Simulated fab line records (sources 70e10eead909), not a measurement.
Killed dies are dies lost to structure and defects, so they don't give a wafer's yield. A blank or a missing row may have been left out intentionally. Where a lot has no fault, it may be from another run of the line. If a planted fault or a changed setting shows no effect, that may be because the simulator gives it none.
fab line records / flow nandHarc
[record] lots = 6 wafers = 18 lastDay = 30
route steps=1302 shown A_SOURCE_PLATE@418 A_ONON_D1@424 END@1302
lots with no fault: from the same line, run without faults
startH: start of the lot's first displayed wafer, in hours after the record's first day / waitH: hours elapsed since this lot's preceding step / " as in the row above / L1.1+2: several wafers, shown together as one row / - value missing, or start not given / * or withheld: withheld / < > ~ a bound
route shown NAME@n: a module of which the file shows steps, and the number in the route of the first / usual: mean and standard deviation over wafers with no fault / same: alike in all rows / chamber/n: place in a boat / sites: the reading at each site / _std_site: the standard deviation of these / _edge_site: inner sites' mean taken away from outer sites' mean / radiusMm: how far each site lies from the wafer's centre / mask NAME#n: copy n / behind: tool/chamber where the wafer was last shaped / hold: the reason the lot was held/the length of the hold in hours/how it ended / device: the transistor (n, p or np) that didn't switch / end of line: tests of these same wafers at the route's end / a step given without rows: its recipe and nothing more / killed: not the wafer's yield, but the dies lost to structure and defects at the first sort / map: dies across one wafer; x = killed, . = not, _ = none there
set.NAME: the setting as run; set.NAME@STEP: as run at that earlier step / model.NAME: the simulator's own value behind a step, which no gauge read
certain route steps with their lots: each step a table, each wafer a row
services: the hour from which a tool's chamber was out of use, counted from the record's first day as startH (under 0 if before that day), plus the number of hours and why
[[steps]]
[step NHARC_A_SOURCE_PLATE_CVD_03]
[recipe] targetThkA = 2000 tempC = 620 pressureMtorr = 200 timeS = 4000 material = poly-Si
[step NHARC_A_SOURCE_PLATE_ANNEAL_05]
[recipe] tempC = 850 timeS = 1800
[step NHARC_A_SOURCE_PLATE_THK_MEAS_06]
[recipe] thkMeasGauge = ellipsometry
[usual] thkNm = 200.4/1.8
lot.wafer=L188.1 tool=filmMetro-01 chamber=- startH=177.49 waitH=0.4 thkNm=201.2
lot.wafer=L188.4 tool=filmMetro-01 chamber=- startH=177.49 waitH=0.4 thkNm=198.5
lot.wafer=L188.5 tool=filmMetro-01 chamber=- startH=177.49 waitH=0.4 thkNm=199.1
lot.wafer=L189.1 tool=filmMetro-02 chamber=- startH=191.56 waitH=0.4 thkNm=202.6
lot.wafer=L189.3 tool=filmMetro-02 chamber=- startH=191.56 waitH=0.4 thkNm=204.1
lot.wafer=L189.6 tool=filmMetro-02 chamber=- startH=191.56 waitH=0.4 thkNm=203.7
lot.wafer=L192.3 tool=filmMetro-01 chamber=- startH=227.66 waitH=0.4 thkNm=199.6
lot.wafer=L192.5 tool=filmMetro-01 chamber=- startH=227.66 waitH=0.4 thkNm=203.5
lot.wafer=L192.6 tool=filmMetro-01 chamber=- startH=227.66 waitH=0.4 thkNm=200.6
lot.wafer=L194.2 tool=filmMetro-01 chamber=- startH=250.82 waitH=0.4 thkNm=200.0
lot.wafer=L194.4 tool=filmMetro-01 chamber=- startH=250.82 waitH=0.4 thkNm=200.9
lot.wafer=L194.6 tool=filmMetro-01 chamber=- startH=250.82 waitH=0.4 thkNm=198.9
lot.wafer=L202.3 tool=filmMetro-01 chamber=- startH=314.38 waitH=0.4 thkNm=200.9
lot.wafer=L202.4 tool=filmMetro-01 chamber=- startH=314.38 waitH=0.4 thkNm=200.7
lot.wafer=L202.6 tool=filmMetro-01 chamber=- startH=314.38 waitH=0.4 thkNm=202.8
lot.wafer=L203.1 tool=filmMetro-02 chamber=- startH=326.51 waitH=0.4 thkNm=202.1
lot.wafer=L203.3 tool=filmMetro-02 chamber=- startH=326.51 waitH=0.4 thkNm=202.2
lot.wafer=L203.6 tool=filmMetro-02 chamber=- startH=326.51 waitH=0.4 thkNm=203.6
[step NHARC_A_SOURCE_PLATE_INSPECT_08]
[usual] rawDefectCount = 59/20
lot.wafer=L188.1 tool=defectInspect-02 chamber=- startH=177.57 waitH=0.0 rawDefectCount=76
lot.wafer=L188.4 tool=defectInspect-02 chamber=- startH=177.57 waitH=0.0 rawDefectCount=92
lot.wafer=L188.5 tool=defectInspect-02 chamber=- startH=177.57 waitH=0.0 rawDefectCount=95
lot.wafer=L189.1 tool=defectInspect-02 chamber=- startH=191.65 waitH=0.0 rawDefectCount=31
lot.wafer=L189.3 tool=defectInspect-02 chamber=- startH=191.65 waitH=0.0 rawDefectCount=57
lot.wafer=L189.6 tool=defectInspect-02 chamber=- startH=191.65 waitH=0.0 rawDefectCount=52
lot.wafer=L192.3 tool=defectInspect-02 chamber=- startH=227.73 waitH=0.0 rawDefectCount=63
lot.wafer=L192.5 tool=defectInspect-02 chamber=- startH=227.73 waitH=0.0 rawDefectCount=42
lot.wafer=L192.6 tool=defectInspect-02 chamber=- startH=227.73 waitH=0.0 rawDefectCount=45
lot.wafer=L194.2 tool=defectInspect-02 chamber=- startH=250.89 waitH=0.0 rawDefectCount=128
lot.wafer=L194.4 tool=defectInspect-02 chamber=- startH=250.89 waitH=0.0 rawDefectCount=70
lot.wafer=L194.6 tool=defectInspect-02 chamber=- startH=250.89 waitH=0.0 rawDefectCount=66
lot.wafer=L202.3 tool=defectInspect-02 chamber=- startH=314.48 waitH=0.0 rawDefectCount=59
lot.wafer=L202.4 tool=defectInspect-02 chamber=- startH=314.48 waitH=0.0 rawDefectCount=54
lot.wafer=L202.6 tool=defectInspect-02 chamber=- startH=314.48 waitH=0.0 rawDefectCount=34
lot.wafer=L203.1 tool=defectInspect-02 chamber=- startH=326.57 waitH=0.0 rawDefectCount=79
lot.wafer=L203.3 tool=defectInspect-02 chamber=- startH=326.57 waitH=0.0 rawDefectCount=55
lot.wafer=L203.6 tool=defectInspect-02 chamber=- startH=326.57 waitH=0.0 rawDefectCount=50
[step NHARC_A_ONON_D1_DEP_00]
[recipe] targetThkA = 10000 n2FlowSccm = 2750 n2oFlowSccm = 2000 nh3FlowSccm = 500 sih4FlowSccm = 210 tempC = 400
[step NHARC_A_ONON_D1_THK_MEAS_02]
[recipe] thkMeasGauge = ellipsometry
[usual] thkNm = 999/11
lot.wafer=L188.1 tool=filmMetro-01 chamber=- startH=178.14 waitH=- thkNm=992
lot.wafer=L188.4 tool=filmMetro-01 chamber=- startH=178.14 waitH=- thkNm=993
lot.wafer=L188.5 tool=filmMetro-01 chamber=- startH=178.14 waitH=- thkNm=993
lot.wafer=L189.1 tool=filmMetro-02 chamber=- startH=192.23 waitH=- thkNm=985
lot.wafer=L189.3 tool=filmMetro-02 chamber=- startH=192.23 waitH=- thkNm=985
lot.wafer=L189.6 tool=filmMetro-02 chamber=- startH=192.23 waitH=- thkNm=985
lot.wafer=L192.3 tool=filmMetro-02 chamber=- startH=228.31 waitH=- thkNm=1000
lot.wafer=L192.5 tool=filmMetro-02 chamber=- startH=228.31 waitH=- thkNm=999
lot.wafer=L192.6 tool=filmMetro-02 chamber=- startH=228.31 waitH=- thkNm=999
lot.wafer=L194.2 tool=filmMetro-01 chamber=- startH=251.46 waitH=- thkNm=1007
lot.wafer=L194.4 tool=filmMetro-01 chamber=- startH=251.46 waitH=- thkNm=1009
lot.wafer=L194.6 tool=filmMetro-01 chamber=- startH=251.46 waitH=- thkNm=1008
lot.wafer=L202.3 tool=filmMetro-01 chamber=- startH=315.22 waitH=- thkNm=994
lot.wafer=L202.4 tool=filmMetro-01 chamber=- startH=315.22 waitH=- thkNm=994
lot.wafer=L202.6 tool=filmMetro-01 chamber=- startH=315.22 waitH=- thkNm=994
lot.wafer=L203.1 tool=filmMetro-02 chamber=- startH=327.15 waitH=- thkNm=1006
lot.wafer=L203.3 tool=filmMetro-02 chamber=- startH=327.15 waitH=- thkNm=1006
lot.wafer=L203.6 tool=filmMetro-02 chamber=- startH=327.15 waitH=- thkNm=1008
[step NHARC_A_ONON_D1_DEP_03]
[recipe] targetThkA = 10000 n2FlowSccm = 2750 n2oFlowSccm = 2000 nh3FlowSccm = 500 sih4FlowSccm = 210 tempC = 400
[step NHARC_A_ONON_D1_THK_MEAS_05]
[recipe] thkMeasGauge = ellipsometry
[usual] thkNm = 999/9.6
lot.wafer=L188.1 tool=filmMetro-02 chamber=- startH=178.71 waitH=- thkNm=1000
lot.wafer=L188.4 tool=filmMetro-02 chamber=- startH=178.71 waitH=- thkNm=1000
lot.wafer=L188.5 tool=filmMetro-02 chamber=- startH=178.71 waitH=- thkNm=1000
lot.wafer=L189.1 tool=filmMetro-01 chamber=- startH=192.79 waitH=- thkNm=1000
lot.wafer=L189.3 tool=filmMetro-01 chamber=- startH=192.79 waitH=- thkNm=999
lot.wafer=L189.6 tool=filmMetro-01 chamber=- startH=192.79 waitH=- thkNm=998
lot.wafer=L192.3 tool=filmMetro-01 chamber=- startH=228.87 waitH=- thkNm=996
lot.wafer=L192.5 tool=filmMetro-01 chamber=- startH=228.87 waitH=- thkNm=996
lot.wafer=L192.6 tool=filmMetro-01 chamber=- startH=228.87 waitH=- thkNm=997
lot.wafer=L194.2 tool=filmMetro-01 chamber=- startH=252.03 waitH=- thkNm=992
lot.wafer=L194.4 tool=filmMetro-01 chamber=- startH=252.03 waitH=- thkNm=990
lot.wafer=L194.6 tool=filmMetro-01 chamber=- startH=252.03 waitH=- thkNm=991
lot.wafer=L202.3 tool=filmMetro-01 chamber=- startH=315.79 waitH=- thkNm=994
lot.wafer=L202.4 tool=filmMetro-01 chamber=- startH=315.79 waitH=- thkNm=992
lot.wafer=L202.6 tool=filmMetro-01 chamber=- startH=315.79 waitH=- thkNm=992
lot.wafer=L203.1 tool=filmMetro-02 chamber=- startH=327.72 waitH=- thkNm=1002
lot.wafer=L203.3 tool=filmMetro-02 chamber=- startH=327.72 waitH=- thkNm=1001
lot.wafer=L203.6 tool=filmMetro-02 chamber=- startH=327.72 waitH=- thkNm=1001
[step NHARC_A_ONON_D1_DEP_06]
[recipe] targetThkA = 10000 n2FlowSccm = 2750 n2oFlowSccm = 2000 nh3FlowSccm = 500 sih4FlowSccm = 210 tempC = 400
[step NHARC_A_ONON_D1_THK_MEAS_08]
[recipe] thkMeasGauge = ellipsometry
[usual] thkNm = 1001/8.1
lot.wafer=L188.1 tool=filmMetro-02 chamber=- startH=179.28 waitH=- thkNm=1002
lot.wafer=L188.4 tool=filmMetro-02 chamber=- startH=179.28 waitH=- thkNm=1002
lot.wafer=L188.5 tool=filmMetro-02 chamber=- startH=179.28 waitH=- thkNm=1002
lot.wafer=L189.1 tool=filmMetro-01 chamber=- startH=193.35 waitH=- thkNm=989
lot.wafer=L189.3 tool=filmMetro-01 chamber=- startH=193.35 waitH=- thkNm=987
lot.wafer=L189.6 tool=filmMetro-01 chamber=- startH=193.35 waitH=- thkNm=990
lot.wafer=L192.3 tool=filmMetro-01 chamber=- startH=229.46 waitH=- thkNm=996
lot.wafer=L192.5 tool=filmMetro-01 chamber=- startH=229.46 waitH=- thkNm=994
lot.wafer=L192.6 tool=filmMetro-01 chamber=- startH=229.46 waitH=- thkNm=996
lot.wafer=L194.2 tool=filmMetro-01 chamber=- startH=252.59 waitH=- thkNm=1010
lot.wafer=L194.4 tool=filmMetro-01 chamber=- startH=252.59 waitH=- thkNm=1010
lot.wafer=L194.6 tool=filmMetro-01 chamber=- startH=252.59 waitH=- thkNm=1009
lot.wafer=L202.3 tool=filmMetro-01 chamber=- startH=316.37 waitH=- thkNm=992
lot.wafer=L202.4 tool=filmMetro-01 chamber=- startH=316.37 waitH=- thkNm=992
lot.wafer=L202.6 tool=filmMetro-01 chamber=- startH=316.37 waitH=- thkNm=990
lot.wafer=L203.1 tool=filmMetro-01 chamber=- startH=328.29 waitH=- thkNm=990
lot.wafer=L203.3 tool=filmMetro-01 chamber=- startH=328.29 waitH=- thkNm=992
lot.wafer=L203.6 tool=filmMetro-01 chamber=- startH=328.29 waitH=- thkNm=990
[step NHARC_A_ONON_D1_DEP_09]
[recipe] targetThkA = 10000 n2FlowSccm = 2750 n2oFlowSccm = 2000 nh3FlowSccm = 500 sih4FlowSccm = 210 tempC = 400
[usual] susceptorTempC = 399.97/0.21
lot.wafer=L188.1 tool=pecvdOnon-04 chamber=0 startH=179.33 waitH=0.1 susceptorTempC=399.74
lot.wafer=L188.4 tool=pecvdOnon-04 chamber=0 startH=179.33 waitH=0.1 susceptorTempC=399.83
lot.wafer=L188.5 tool=pecvdOnon-04 chamber=0 startH=179.33 waitH=0.1 susceptorTempC=399.83
lot.wafer=L189.1 tool=pecvdOnon-01 chamber=0 startH=193.41 waitH=0.1 susceptorTempC=399.72
lot.wafer=L189.3 tool=pecvdOnon-01 chamber=0 startH=193.41 waitH=0.1 susceptorTempC=399.67
lot.wafer=L189.6 tool=pecvdOnon-01 chamber=0 startH=193.41 waitH=0.1 susceptorTempC=399.77
lot.wafer=L192.3 tool=pecvdOnon-01 chamber=0 startH=229.64 waitH=0.2 susceptorTempC=399.99
lot.wafer=L192.5 tool=pecvdOnon-01 chamber=0 startH=229.64 waitH=0.2 susceptorTempC=399.85
lot.wafer=L192.6 tool=pecvdOnon-01 chamber=0 startH=229.64 waitH=0.2 susceptorTempC=399.94
lot.wafer=L194.2 tool=pecvdOnon-01 chamber=0 startH=252.71 waitH=0.1 susceptorTempC=399.59
lot.wafer=L194.4 tool=pecvdOnon-01 chamber=0 startH=252.71 waitH=0.1 susceptorTempC=399.63
lot.wafer=L194.6 tool=pecvdOnon-01 chamber=0 startH=252.71 waitH=0.1 susceptorTempC=400.17
lot.wafer=L202.3 tool=pecvdOnon-02 chamber=0 startH=316.54 waitH=0.2 susceptorTempC=399.95
lot.wafer=L202.4 tool=pecvdOnon-02 chamber=0 startH=316.54 waitH=0.2 susceptorTempC=399.81
lot.wafer=L202.6 tool=pecvdOnon-02 chamber=0 startH=316.54 waitH=0.2 susceptorTempC=400.06
lot.wafer=L203.1 tool=pecvdOnon-04 chamber=0 startH=328.34 waitH=0.1 susceptorTempC=399.70
lot.wafer=L203.3 tool=pecvdOnon-04 chamber=0 startH=328.34 waitH=0.1 susceptorTempC=399.99
lot.wafer=L203.6 tool=pecvdOnon-04 chamber=0 startH=328.34 waitH=0.1 susceptorTempC=399.71
[step NHARC_A_ONON_D1_THK_MEAS_11]
[recipe] thkMeasGauge = ellipsometry
[usual] thkNm = 1000/10
lot.wafer=L188.1 tool=filmMetro-01 chamber=- startH=179.85 waitH=- thkNm=1001
lot.wafer=L188.4 tool=filmMetro-01 chamber=- startH=179.85 waitH=- thkNm=1000
lot.wafer=L188.5 tool=filmMetro-01 chamber=- startH=179.85 waitH=- thkNm=1000
lot.wafer=L189.1 tool=filmMetro-02 chamber=- startH=193.91 waitH=- thkNm=992
lot.wafer=L189.3 tool=filmMetro-02 chamber=- startH=193.91 waitH=- thkNm=990
lot.wafer=L189.6 tool=filmMetro-02 chamber=- startH=193.91 waitH=- thkNm=991
lot.wafer=L192.3 tool=filmMetro-01 chamber=- startH=230.03 waitH=- thkNm=1011
lot.wafer=L192.5 tool=filmMetro-01 chamber=- startH=230.03 waitH=- thkNm=1010
lot.wafer=L192.6 tool=filmMetro-01 chamber=- startH=230.03 waitH=- thkNm=1045
lot.wafer=L194.2 tool=filmMetro-02 chamber=- startH=253.16 waitH=- thkNm=1008
lot.wafer=L194.4 tool=filmMetro-02 chamber=- startH=253.16 waitH=- thkNm=1007
lot.wafer=L194.6 tool=filmMetro-02 chamber=- startH=253.16 waitH=- thkNm=1041
lot.wafer=L202.3 tool=filmMetro-01 chamber=- startH=316.94 waitH=- thkNm=1001
lot.wafer=L202.4 tool=filmMetro-01 chamber=- startH=316.94 waitH=- thkNm=1001
lot.wafer=L202.6 tool=filmMetro-01 chamber=- startH=316.94 waitH=- thkNm=1003
lot.wafer=L203.1 tool=filmMetro-01 chamber=- startH=328.85 waitH=- thkNm=985
lot.wafer=L203.3 tool=filmMetro-01 chamber=- startH=328.85 waitH=- thkNm=985
lot.wafer=L203.6 tool=filmMetro-01 chamber=- startH=328.85 waitH=- thkNm=981
[step NHARC_A_ONON_D1_DEP_12]
[recipe] targetThkA = 10000 n2FlowSccm = 2750 n2oFlowSccm = 2000 nh3FlowSccm = 500 sih4FlowSccm = 210 tempC = 400
[step NHARC_END_SORT_01]
[recipe] tempC = 25
[usual] killedAtArray = 55/17 killedAtOther = 1.1/1.4 killedAtPeriphery = 3.9/3 killedDies = 59/17 killedOpen = 3.5/2 killedShort = 2.6/1.6
[same] grossDies = 677
lot.wafer=L192.6 tool=prober-02 chamber=0 startH=639.17 waitH=4.0 killedAtArray=82 killedAtOther=1 killedAtPeriphery=2 killedDies=85 killedOpen=0 killedShort=5
lot.wafer=L194.6 tool=prober-01 chamber=0 startH=651.73 waitH=4.0 killedAtArray=77 killedAtOther=0 killedAtPeriphery=3 killedDies=80 killedOpen=3 killedShort=2
// killed by level:class
L192.6 A_ONON_D1:areaDep=47 A_CHANNEL_HOLE_D2:chamberFilmFlake=16 A_CHANNEL_FILL_D2:chamberFilmFlake=4 A_STAIRCASE:chamberFilmFlake=3 A_ZERO_WELL:chamberFilmFlake=2 A_CHANNEL_HOLE_D1:chamberFilmFlake=2 A_CONTACT:chamberFilmFlake=2 A_ONON_D1:geometricParticle:short=1
L194.6 A_ONON_D1:areaDep=41 A_CHANNEL_HOLE_D2:chamberFilmFlake=17 A_CHANNEL_HOLE_D1:chamberFilmFlake=6 A_DECK1_JOINT:chamberFilmFlake=3 A_M1:chamberFilmFlake=3 P_M0:geometricParticle:open=1 P_M1:geometricParticle:short=1 A_CHANNEL_HOLE_D2:geometricParticle:short=1
[[services]]
tool=pecvdOnon-02 chamber=- startH=185.14 hours=13.0 kind=pm
tool=pecvdOnon-01 chamber=- startH=269.06 hours=13.0 kind=pm
tool=pecvdOnon-04 chamber=- startH=311.00 hours=13.0 kind=pm
[[key]]
[firstSign] step = NHARC_A_ONON_D1_THK_MEAS_11 reading = thkNm direction = up sigmas = 4.2 usual = 1000 struck = 1043
[moreKillsBornAt] NHARC_A_ONON_D1_DEP_09@pecvdOnon-01 = 88
metAt NHARC_A_ONON_D1_DEP_09
struckWafers L192.6,L194.6
testerLeftOut L192,L194
onsetBetween 193.41 229.64
[fault] kind = processParameterDrift tool = pecvdOnon-01 chamber = - onsetH = 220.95 steps = NHARC_A_ONON_D1_DEP_09 channel = targetThkA offset = * shape = step endH = 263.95 scope = struckWafersOnly actsIn = * stated = *
// testerLeftOut: of these lots the tester's yield and bins aren't shown, on N5 and GAA mostly nor the transistor test; their killed dies are dies lost to structure and defects alone, not to doping, threshold or leakage, so they don't give the yield
